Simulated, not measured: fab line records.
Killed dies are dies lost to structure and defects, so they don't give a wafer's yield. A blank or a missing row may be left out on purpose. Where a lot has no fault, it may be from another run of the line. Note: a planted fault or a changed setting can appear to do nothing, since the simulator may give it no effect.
Matching of chambers	flow nand_harc	NHARC_P_CONTACT_ALD_22 on ald_metal-04 has 4 sister chambers
The step deposits TiN, target thk 3 nm, pulse time 1 s, ald cycles 150. 14 wafers are shown with their chamber, then 7 later ones without.

## WAFERS, EACH WITH ITS CHAMBER
wafer	chamber	heater_power_w (W)	susceptor_temp_C (C)	precursor_pulse_height_rel
L076.1	1	983	449.86	0.995
L076.2	3	998	450.12	1.002
L076.4	2	1000	449.58	0.999
L079.1	0	1056	449.77	0.996
L079.2	3	1034	449.73	0.977
L079.4	1	992	450.52	0.973
L080.2	2	1017	450.07	1.018
L080.3	3	1025	450.32	0.983
L080.5	3	1020	450.12	1.027
L081.4	0	1089	449.87	0.980
L081.5	0	1078	450.12	0.997
L081.6	1	977	450.27	1.005
L083.2	0	1083	449.78	1.017
L083.3	2	1024	450.20	0.997

SIGNATURES (means of the wafers above)
reading	chamber 0	chamber 1	chamber 2	chamber 3	scatter within a chamber
heater_power_w	1076.50	984.00	1013.67	1019.25	13.2
susceptor_temp_C	449.8850	450.2167	449.9500	450.0725	0.264
precursor_pulse_height_rel	0.99750	0.99100	1.00467	0.99725	0.0174
Rule: for a wafer and a chamber, the distance is found by dividing, reading by reading, the gap between the wafer's reading and the chamber's mean by the reading's scatter, squaring, summing and taking the root. If the next closest chamber is less than 2 further off than the closest, the wafer can't be placed; otherwise it belongs to the closest. The scatter: the root of (the sum of the squares of (reading less its chamber's mean) over the shown wafers, divided by (wafers less chambers)).

## WAFERS WITHOUT THEIR CHAMBER
wafer	heater_power_w (W)	susceptor_temp_C (C)	precursor_pulse_height_rel
L083.5	1063	449.95	0.978
L093.2	896	449.52	0.961
L093.3	969	449.94	0.975
L093.6	1056	450.19	0.994
L097.1	1002	450.03	0.969
L097.3	1067	450.02	0.947
L097.5	896	449.69	1.038

## THE CHAMBER EACH PASSED THROUGH
wafer	from the rows above	in truth
L083.5	can't be placed: 0 or 3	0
L093.2	1	1
L093.3	can't be placed: 1 or 2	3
L093.6	can't be placed: 0 or 3 or 2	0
L097.1	can't be placed: 1 or 3 or 2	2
L097.3	can't be placed: 0 or 3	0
L097.5	can't be placed: 1 or 2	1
Placed correctly: 1 of 7. Unplaceable from these rows: 6, with the true chamber sitting among the candidates in 5. Wrongly placed: 0.
